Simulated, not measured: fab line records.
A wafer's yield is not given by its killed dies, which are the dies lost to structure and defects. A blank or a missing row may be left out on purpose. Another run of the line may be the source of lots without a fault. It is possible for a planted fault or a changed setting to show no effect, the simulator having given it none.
Matching of chambers :: flow nand-harc :: pecvd-04 running NHARC_A_SLIT_DEP_25: 3 sister chambers
The step deposits SiO2, target thk 200 nm. 14 wafers are shown with their chamber, then 7 later ones without.

== WAFERS PAIRED WITH THEIR CHAMBERS ==
wafer: L075.2
chamber: 2
throttle-valve-pct (%): 16.0
heater-power-w (W): 554

wafer: L075.4
chamber: 0
throttle-valve-pct (%): 15.9
heater-power-w (W): 493

wafer: L075.6
chamber: 2
throttle-valve-pct (%): 16.1
heater-power-w (W): 578

wafer: L078.1
chamber: 1
throttle-valve-pct (%): 15.4
heater-power-w (W): 499

wafer: L078.2
chamber: 2
throttle-valve-pct (%): 16.0
heater-power-w (W): 465

wafer: L078.6
chamber: 1
throttle-valve-pct (%): 15.8
heater-power-w (W): 505

wafer: L081.2
chamber: 1
throttle-valve-pct (%): 15.7
heater-power-w (W): 537

wafer: L081.3
chamber: 0
throttle-valve-pct (%): 15.8
heater-power-w (W): 474

wafer: L081.5
chamber: 2
throttle-valve-pct (%): 16.1
heater-power-w (W): 484

wafer: L082.1
chamber: 1
throttle-valve-pct (%): 15.8
heater-power-w (W): 550

wafer: L082.3
chamber: 0
throttle-valve-pct (%): 15.9
heater-power-w (W): 474

wafer: L082.6
chamber: 1
throttle-valve-pct (%): 15.6
heater-power-w (W): 544

wafer: L087.4
chamber: 1
throttle-valve-pct (%): 16.0
heater-power-w (W): 437

wafer: L087.5
chamber: 0
throttle-valve-pct (%): 15.8
heater-power-w (W): 495

SIGNATURES, as means of the wafers listed above
reading: throttle-valve-pct
chamber 0: 15.850
chamber 1: 15.717
chamber 2: 16.050
scatter within a chamber: 0.144

reading: heater-power-w
chamber 0: 484.00
chamber 1: 512.00
chamber 2: 520.25
scatter within a chamber: 40.7
Rule: for each reading, subtract the chamber's mean from the wafer's reading, divide by that reading's scatter and square the result; add these up over the readings and take the root, which gives the wafer's distance from the chamber. The wafer belongs to the nearest chamber; if the next one is less than 2 further off, it can't be placed. The scatter is the square root of a quotient: the sum, over the shown wafers, of each reading's squared deviation from its chamber's mean, divided by wafers minus chambers.

== WAFERS WHOSE CHAMBER IS MISSING ==
wafer: L087.6
throttle-valve-pct (%): 16.3
heater-power-w (W): 570

wafer: L089.1
throttle-valve-pct (%): 16.4
heater-power-w (W): 508

wafer: L089.5
throttle-valve-pct (%): 15.7
heater-power-w (W): 401

wafer: L089.6
throttle-valve-pct (%): 16.1
heater-power-w (W): 502

wafer: L090.1
throttle-valve-pct (%): 15.6
heater-power-w (W): 490

wafer: L090.2
throttle-valve-pct (%): 16.0
heater-power-w (W): 438

wafer: L090.3
throttle-valve-pct (%): 16.3
heater-power-w (W): 590

== CHAMBER TAKEN BY EACH ==
wafer: L087.6
from the rows above: can't be placed: 2 or 0
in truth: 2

wafer: L089.1
from the rows above: can't be placed: 2 or 0
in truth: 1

wafer: L089.5
from the rows above: can't be placed: 0 or 1 or 2
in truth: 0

wafer: L089.6
from the rows above: can't be placed: 2 or 0
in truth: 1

wafer: L090.1
from the rows above: can't be placed: 1 or 0
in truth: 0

wafer: L090.2
from the rows above: can't be placed: 0 or 2 or 1
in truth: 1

wafer: L090.3
from the rows above: can't be placed: 2 or 0
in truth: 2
Placed correctly: 0 of 7. Cannot be placed on the basis of these rows: 7; the candidates contain the true chamber in 5. Placed wrongly: 0.
